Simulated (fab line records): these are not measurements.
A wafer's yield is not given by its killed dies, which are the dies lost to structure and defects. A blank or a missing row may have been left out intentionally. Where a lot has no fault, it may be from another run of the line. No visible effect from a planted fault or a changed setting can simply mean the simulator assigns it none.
fab line records	flow nandHarc
record: lots: 6	wafers: 18	lastDay: 24
route steps=1159 shown A_CONTACT@864 END@1159
lots with no fault: from the same line, run without faults
startH: hours from the record's opening day to when the first of the lot's shown wafers began	waitH: time in hours since the lot's previous step	" identical to the entry in the row above	L1.1+2: one row covering several wafers at once	- no value, or no start was given	* or withheld: withheld	< > ~ a bound
route shown NAME@n: NAME is a module with steps in the file, n the number in the route of the first one	usual: mean/standard deviation of fault-free wafers	same: alike in all rows	chamber/n: place in a boat	sites: per-site readings	_std_site: the values' standard deviation	_edge_site: mean of outer sites minus mean of inner sites	radiusMm: for every site, how far away it sits from the centre of the wafer	mask NAME#n: copy n	behind: tool/chamber where the wafer was last shaped	hold: why the lot went on hold/how many hours it stayed there/how the hold came to an end	device: the transistor (n, p or np) that didn't switch	end of line: at the end of the route, the tests of the same wafers	where a step has no rows: the recipe by itself	killed: count of dies lost to structure and defects at first sort (not the wafer's yield)	map: per-die view of a wafer (x killed, . not killed, _ where there is no die)
set.NAME: the setting that was run; set.NAME@STEP: the one run at that earlier step	model.NAME: the simulator's own value behind a step, which no gauge read
a table for each step, a row for each wafer; lots at some steps of the route
services: when a tool's chamber went out of use (startH, in hours from the record's first day, below 0 if earlier), for how many hours, and the reason
== steps ==
step: NHARC_A_CONTACT_ETCH_113
recipe: sourceW: withheld	pressureMtorr: 20	biasV: 3000	timeS: 94	targetDepthA: 9220	arFlowSccm: withheld	c4f8FlowSccm: withheld	o2FlowSccm: withheld	chemistry: C4F8/O2/Ar
usual: runLengthS: 94/0
lot.wafer	tool	chamber	startH	waitH	rfHoursCounterH	runLengthS
L162.1	harCapEtch-03	1	387.85	0.1	84	94
L162.3	"	1	"	"	-	94
L162.4	"	0	"	"	-	94
L159.2	harCapEtch-02	1	388.45	0.1	12	94
L159.3	"	0	"	"	-	94
L159.5	"	0	"	"	-	94
L165.2	harCapEtch-01	1	419.83	0.1	64	94
L165.3	"	1	"	"	-	94
L165.4	"	0	"	"	-	94
L166.4	harCapEtch-03	1	430.67	0.1	-	94
L166.6	"	0	"	"	-	94
L166.5	"	1	"	"	-	94
L175.1	harCapEtch-03	0	497.14	0.1	101	94
L175.4	"	0	"	"	-	94
L175.3	"	1	"	"	-	94
L179.1	harCapEtch-02	1	501.21	0.1	30	94
L179.6	"	0	"	"	-	94
L179.5	"	1	"	"	-	94
step: NHARC_A_CONTACT_ETCH_114
recipe: sourceW: withheld	pressureMtorr: 20	biasV: 3000	timeS: 94	targetDepthA: 9220	arFlowSccm: withheld	c4f8FlowSccm: withheld	o2FlowSccm: withheld	chemistry: C4F8/O2/Ar
step: NHARC_A_CONTACT_ETCH_115
recipe: sourceW: withheld	pressureMtorr: 20	biasV: 3000	timeS: 94	targetDepthA: 9220	arFlowSccm: withheld	c4f8FlowSccm: withheld	o2FlowSccm: withheld	chemistry: C4F8/O2/Ar
usual: runLengthS: 94/0
lot.wafer	tool	chamber	startH	waitH	rfHoursCounterH	runLengthS
L162.1	harCapEtch-03	1	388.03	0.1	85	94
L162.3	"	1	"	"	-	94
L162.4	"	0	"	"	-	94
L159.2	harCapEtch-02	1	388.67	0.1	12	94
L159.3	"	0	"	"	-	94
L159.5	"	0	"	"	-	94
L165.2	harCapEtch-01	1	420.02	0.1	64	94
L165.3	"	1	"	"	-	94
L165.4	"	0	"	"	-	94
L166.4	harCapEtch-03	1	430.92	0.1	-	94
L166.6	"	0	"	"	-	94
L166.5	"	1	"	"	-	94
L175.1	harCapEtch-03	0	497.33	0.1	102	94
L175.4	"	0	"	"	-	94
L175.3	"	1	"	"	-	94
L179.1	harCapEtch-02	1	501.40	0.1	30	94
L179.6	"	0	"	"	-	94
L179.5	"	1	"	"	-	94
step: NHARC_A_CONTACT_ETCH_116
recipe: sourceW: withheld	pressureMtorr: 20	biasV: 3000	timeS: 94	targetDepthA: 9220	arFlowSccm: withheld	c4f8FlowSccm: withheld	o2FlowSccm: withheld	chemistry: C4F8/O2/Ar
usual: runLengthS: 94/0
lot.wafer	tool	chamber	startH	waitH	rfHoursCounterH	runLengthS
L162.1	harCapEtch-03	1	388.12	0.1	85	94
L162.3	"	1	"	"	-	94
L162.4	"	0	"	"	-	94
L159.2	harCapEtch-02	1	388.79	0.1	12	94
L159.3	"	0	"	"	-	94
L159.5	"	0	"	"	-	94
L165.2	harCapEtch-01	1	420.11	0.1	64	94
L165.3	"	1	"	"	-	94
L165.4	"	0	"	"	-	94
L166.4	harCapEtch-03	1	431.04	0.1	-	94
L166.6	"	0	"	"	-	94
L166.5	"	1	"	"	-	94
L175.1	harCapEtch-03	0	497.42	0.1	102	94
L175.4	"	0	"	"	-	94
L175.3	"	1	"	"	-	94
L179.1	harCapEtch-02	1	501.49	0.1	30	94
L179.6	"	0	"	"	-	94
L179.5	"	1	"	"	-	94
step: NHARC_A_CONTACT_ETCH_117
recipe: sourceW: withheld	pressureMtorr: 20	biasV: 3000	timeS: 94	targetDepthA: 9220	arFlowSccm: withheld	c4f8FlowSccm: withheld	o2FlowSccm: withheld	chemistry: C4F8/O2/Ar
step: NHARC_A_CONTACT_ETCH_118
recipe: sourceW: withheld	pressureMtorr: 20	biasV: 3000	timeS: 94	targetDepthA: 9220	arFlowSccm: withheld	c4f8FlowSccm: withheld	o2FlowSccm: withheld	chemistry: C4F8/O2/Ar
usual: runLengthS: 94/0
lot.wafer	tool	chamber	startH	waitH	rfHoursCounterH	runLengthS
L162.1	harCapEtch-03	1	388.30	0.1	85	94
L162.3	"	1	"	"	-	94
L162.4	"	0	"	"	-	94
L159.2	harCapEtch-02	1	389.03	0.1	12	94
L159.3	"	0	"	"	-	94
L159.5	"	0	"	"	-	94
L165.2	harCapEtch-01	1	420.29	0.1	64	94
L165.3	"	1	"	"	-	94
L165.4	"	0	"	"	-	94
L166.4	harCapEtch-03	1	431.28	0.1	-	94
L166.6	"	0	"	"	-	94
L166.5	"	1	"	"	-	94
L175.1	harCapEtch-03	0	497.60	0.1	102	94
L175.4	"	0	"	"	-	94
L175.3	"	1	"	"	-	94
L179.1	harCapEtch-02	1	501.67	0.1	31	94
L179.6	"	0	"	"	-	94
L179.5	"	1	"	"	-	94
step: NHARC_A_CONTACT_ETCH_119
recipe: sourceW: withheld	pressureMtorr: 20	biasV: 3000	timeS: 94	targetDepthA: 9220	arFlowSccm: withheld	c4f8FlowSccm: withheld	o2FlowSccm: withheld	chemistry: C4F8/O2/Ar
step: NHARC_A_CONTACT_ETCH_120
recipe: sourceW: withheld	pressureMtorr: 20	biasV: 3000	timeS: 94	targetDepthA: 9220	arFlowSccm: withheld	c4f8FlowSccm: withheld	o2FlowSccm: withheld	chemistry: C4F8/O2/Ar
step: NHARC_A_CONTACT_ETCH_121
recipe: sourceW: withheld	pressureMtorr: 20	biasV: 3000	timeS: 94	targetDepthA: 9220	arFlowSccm: withheld	c4f8FlowSccm: withheld	o2FlowSccm: withheld	chemistry: C4F8/O2/Ar
usual: runLengthS: 94/0
lot.wafer	tool	chamber	startH	waitH	rfHoursCounterH	runLengthS
L162.1	harCapEtch-03	1	388.57	0.1	85	94
L162.3	"	1	"	"	-	94
L162.4	"	0	"	"	-	94
L159.2	harCapEtch-02	1	389.40	0.1	13	94
L159.3	"	0	"	"	-	94
L159.5	"	0	"	"	-	94
L165.2	harCapEtch-01	1	420.56	0.1	64	94
L165.3	"	1	"	"	-	94
L165.4	"	0	"	"	-	94
L166.4	harCapEtch-03	1	431.64	0.1	-	94
L166.6	"	0	"	"	-	94
L166.5	"	1	"	"	-	94
L175.1	harCapEtch-03	0	497.87	0.1	102	94
L175.4	"	0	"	"	-	94
L175.3	"	1	"	"	-	94
L179.1	harCapEtch-02	1	501.95	0.1	31	94
L179.6	"	0	"	"	-	94
L179.5	"	1	"	"	-	94
step: NHARC_A_CONTACT_ETCH_122
recipe: sourceW: withheld	pressureMtorr: 20	biasV: 3000	timeS: 95	targetDepthA: 9300	arFlowSccm: withheld	c4f8FlowSccm: withheld	o2FlowSccm: withheld	chemistry: C4F8/O2/Ar
step: NHARC_A_CONTACT_ETCH_123
recipe: sourceW: withheld	pressureMtorr: 20	biasV: 400	timeS: 253	targetDepthA: 10900	arFlowSccm: withheld	c4f8FlowSccm: 11.5	o2FlowSccm: 7.2	chemistry: C4F8/O2/Ar
step: NHARC_A_CONTACT_ETCH_90
recipe: targetDepthA: 400	overEtchFrac: 0.5	timeS: 85.7	ionEnergyEv: 120	ch3fFlowSccm: 50	o2FlowSccm: 30	arFlowSccm: 200	rfW: 500	biasW: 100	chemistry: CH3F/O2
step: NHARC_A_CONTACT_ETCH_96
recipe: targetDepthA: 200	overEtchFrac: 0.5	timeS: 10	ionEnergyEv: 250	c4f6FlowSccm: 25	o2FlowSccm: 20	arFlowSccm: 500	rfW: 600	biasW: 500	chemistry: C4F6/O2
usual: drypumpMotorCurrentA: 5.7/0.36	mfcArSccm: 500.0/1.5	oesProductAu: 0.975/0.024	rfVppV: 547/4.2	runLengthS: 31.2/0.37	showerheadPlenumPTorr: 3.92/0.21	throttleValvePct: 26.903/0.0092
lot.wafer	tool	chamber	startH	waitH	drypumpMotorCurrentA	mfcArSccm	oesProductAu	rfHoursCounterH	rfVppV	runLengthS	showerheadPlenumPTorr	throttleValvePct
L162.4	rieDiel-13	3	389.55	-	5.5	499.4	0.963	39	544	31.3	3.83	26.879
L162.1	"	0	"	"	5.5	500.8	0.966	38	546	31.0	3.89	26.917
L162.3	"	2	"	"	5.7	501.6	0.967	38	553	30.6	4.20	26.901
L159.2	rieDiel-07	3	390.45	-	6.1	501.3	0.935	31	542	31.8	3.66	26.895
L159.3	"	2	"	"	5.5	499.9	0.952	34	539	31.1	3.64	26.922
L159.5	"	0	"	"	5.0	501.5	0.959	-	553	31.0	4.13	26.905
L165.4	rieDiel-07	2	421.47	-	5.5	499.2	0.999	1	552	27.5	4.23	26.893
L165.2	"	3	"	"	6.1	499.3	1.004	1	541	31.9	3.65	26.907
L165.3	"	1	"	"	5.7	502.6	1.014	1	550	31.4	4.00	26.895
L166.4	rieDiel-07	0	432.67	-	5.0	498.5	1.017	3	552	28.0	4.13	26.906
L166.6	"	0	"	"	5.1	500.0	1.010	-	549	31.3	4.13	26.889
L166.5	"	1	"	"	5.7	499.8	1.000	-	549	31.5	4.00	26.920
L175.1	rieDiel-07	1	498.94	-	5.7	501.5	0.962	15	548	31.7	3.99	26.911
L175.3	"	3	"	"	6.1	497.8	0.961	17	541	31.3	3.65	26.915
L175.4	"	0	"	"	5.0	498.4	0.984	16	550	31.4	4.12	26.900
L179.1	rieDiel-13	0	502.86	-	5.5	501.2	0.933	16	544	31.1	3.86	26.896
L179.6	"	1	"	"	6.3	499.5	0.964	-	541	31.1	3.69	26.893
L179.5	"	2	"	"	5.7	501.0	0.955	-	552	30.8	4.18	26.899
step: NHARC_A_CONTACT_CD_MEAS_53
usual: cdNm: 189.5/0.92
lot.wafer	tool	chamber	startH	waitH	cdNm
L162.1	cdSem-01	-	389.63	-	189.5
L162.3	"	-	"	"	189.2
L162.4	"	-	"	"	189.6
L159.2	cdSem-02	-	390.54	-	190.8
L159.3	"	-	"	"	190.8
L159.5	"	-	"	"	190.3
L165.2	cdSem-03	-	421.56	-	190.2
L165.3	"	-	"	"	190.1
L165.4	"	-	"	"	190.1
L166.4	cdSem-03	-	432.76	-	190.5
L166.5	"	-	"	"	190.3
L166.6	"	-	"	"	190.5
L175.1	cdSem-03	-	499.02	-	188.9
L175.3	"	-	"	"	188.6
L175.4	"	-	"	"	188.5
L179.1	cdSem-02	-	502.93	-	189.0
L179.5	"	-	"	"	189.2
L179.6	"	-	"	"	189.7
step: NHARC_END_SORT_01
recipe: tempC: 25
usual: killedAtArray: 26/8.6	killedAtOther: 0.7/0.97	killedAtPeriphery: 3.2/2.2	killedDies: 30/8.9	killedOpen: 3.1/1.8	killedShort: 2.2/1.8
same: grossDies: 677
lot.wafer	tool	chamber	startH	waitH	killedAtArray	killedAtOther	killedAtPeriphery	killedDies	killedOpen	killedShort
L165.4	prober-01	0	492.26	3.4	190	0	1	191	0	6
L166.4	prober-01	0	503.98	3.5	302	1	2	305	2	1
L166.5	prober-01	0	504.80	3.8	28	1	5	34	4	3
L166.6	prober-01	0	505.61	4.1	23	2	4	29	5	2
killed by level:class
L165.4 A_CONTACT:areaEtch=167 A_CHANNEL_HOLE_D1:chamberFilmFlake=12 A_CONTACT:chamberFilmFlake=3 A_WL_FILL:geometricParticle:short=2 A_STAIRCASE:chamberFilmFlake=2 A_ONON_D1:geometricParticle:short=1 A_CHANNEL_FILL_D1:geometricParticle:short=1 A_SGD_CUT:geometricParticle:short=1
L166.4 A_CONTACT:areaEtch=274 A_CHANNEL_HOLE_D1:chamberFilmFlake=16 A_STAIRCASE:chamberFilmFlake=7 A_CONTACT:chamberFilmFlake=3 P_CONTACT:geometricParticle:open=1 A_CHANNEL_FILL_D1:geometricParticle:short=1 A_CONTACT:geometricParticle:open=1 P_ZERO_WELL:chamberFilmFlake=1
L166.5 A_CHANNEL_HOLE_D1:chamberFilmFlake=14 A_STAIRCASE:chamberFilmFlake=6 P_GATE:chamberFilmFlake=3 A_WL_FILL:geometricParticle:short=2 A_CONTACT:geometricParticle:open=1 A_BLC:geometricParticle:open=1 A_M0:geometricParticle:open=1 A_M0:geometricParticle:short=1
L166.6 A_CHANNEL_HOLE_D1:chamberFilmFlake=13 A_STAIRCASE:chamberFilmFlake=4 P_M0:geometricParticle:open=2 A_CONTACT:chamberFilmFlake=2 THIN_TSV:chamberFilmFlake=2 P_CONTACT:geometricParticle:open=1 A_SOURCE_PLATE:geometricParticle:short=1 A_CHANNEL_FILL_D1:geometricParticle:open=1
map L165.4 (x killed, . not)
____________x____________
_________.x.x..._________
_______xx.xxxxxxxx_______
______xx.xx...x...x______
_____xxxx....x......_____
____xx.x.x...x......x____
____x.x............xx____
___xx.xx..........x...___
___xxxx.....x........x___
__xxxx....x...........x__
__xx..............x...x__
_xx...............x....._
_xxxxx................x._
_xxx...................x_
_xx....................x_
_x.x....x.............x._
xxx..................x...
xx.......................
xxxx.....................
xxx.x.........x......x.x.
xxxxx....................
_x.................x...x_
_xxxx..............x...._
_xxxx..............x..xx_
_xx..x...x.............._
_xxxxxx................._
__xxxxxx..............x__
__xxxxx..........x...x.__
___.xx.x......x..x....___
___xxx......x...x.x..x___
____xxxx............x____
____xxxxxx....x.....x____
_____xx.xxx.x.x.xx.._____
______xx.xxx...xxxx______
_______xxx.x.x...x_______
_________xxxxx.x_________
____________.____________
map L166.4 (x killed, . not)
____________.____________
_________......._________
_______..........._______
______.......xx....______
_____....x.....x...._____
____........xx...x...____
____....xxx...x......____
___........x.xx..x....___
___x..x....xx.....x..x___
__......xxxx.x.x.x.....__
__....xx..xxxx.xx......__
_...x...xxxx.xxxxx.x...._
_...xxx..xxxxxxxxxx....._
_....x.xx.xxxxxxxx..x..._
_....xxxxxxxxxxxxxxx...._
_...xxxxxxxxxxxx.xxx...._
......xxxxxxxx.xxxx......
....xxxxxxxxxxxx.xxx.....
....xx.xxxxxxxxxxx..xx...
...xxxxxxxxxxxxxxxx......
...x.xxxxxxxxxxxxxx.x....
_...x...xx.xxxxxxx..x..._
_.x.x.xxxxxx.xxxxxx....._
_...x.xxxxxxxxxxxxx....._
_...x.xxxx.xxxxxxx.xxx.._
_....xx.x.xxxxxxxxx....._
__..x...x.xxx.xxxxx....__
__..xxxxxxxxx.xx.xx....__
___.xxxxxx.xx.x......x___
___xxxx.xxxxxx.x......___
____x.xx...x.x.x.xx..____
____.x.x....xx.x.....____
_____xx.x..........._____
______x.x....x.....______
_______..........._______
_________......._________
____________.____________
== services ==
tool	chamber	startH	hours	kind
harCapEtch-01	-	364.05	0.2	repair
rieDiel-07	0	380.10	8.9	repair
rieDiel-07	1	384.25	-	clean
rieDiel-07	2	384.25	-	clean
rieDiel-07	3	384.25	-	clean
rieDiel-07	-	405.25	9.0	pm
rieDiel-07	0	405.25	9.0	ventCycle
rieDiel-07	1	405.25	9.0	ventCycle
rieDiel-07	2	405.25	9.0	ventCycle
rieDiel-07	3	405.25	9.0	ventCycle
rieDiel-07	0	414.25	-	clean
rieDiel-07	0	414.25	-	consumableReplace:focusRing
rieDiel-07	1	414.25	-	clean
rieDiel-07	1	414.25	-	consumableReplace:focusRing
rieDiel-07	2	414.25	-	clean
rieDiel-07	2	414.25	-	consumableReplace:focusRing
rieDiel-07	2	414.25	-	consumableReplace:showerhead
rieDiel-07	3	414.25	-	clean
rieDiel-07	0	438.75	-	clean
rieDiel-07	1	438.75	-	clean
rieDiel-07	2	438.75	-	clean
rieDiel-07	3	438.75	-	clean
rieDiel-13	-	453.14	9.0	pm
rieDiel-07	0	463.28	-	clean
== key ==
firstSign: step: NHARC_A_CONTACT_ETCH_96	reading: runLengthS	direction: down	sigmas: 9.5	usual: *	struck: *
effect: step: NHARC_END_SORT_01	reading: killedAtArray	direction: up	sigmas: 25	usual: 26	struck: 246
moreKillsBornAt: NHARC_A_CONTACT_ETCH_96@rieDiel-07: 441
metAt NHARC_A_CONTACT_ETCH_96
struckWafers L165.4,L166.4
testerLeftOut L165,L166
onsetBetween 390.45 421.47
fault: kind: processParameterDrift	tool: rieDiel-07	chamber: -	onsetH: 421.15	steps: NHARC_A_CONTACT_ETCH_96	channel: timeS	offset: *	shape: step	endH: 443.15	scope: struckWafersOnly	actsIn: *	stated: *
testerLeftOut: of these lots the tester's yield and bins aren't shown, on N5 and GAA mostly nor the transistor test; their killed dies are dies lost to structure and defects alone, not to doping, threshold or leakage, so they don't give the yield
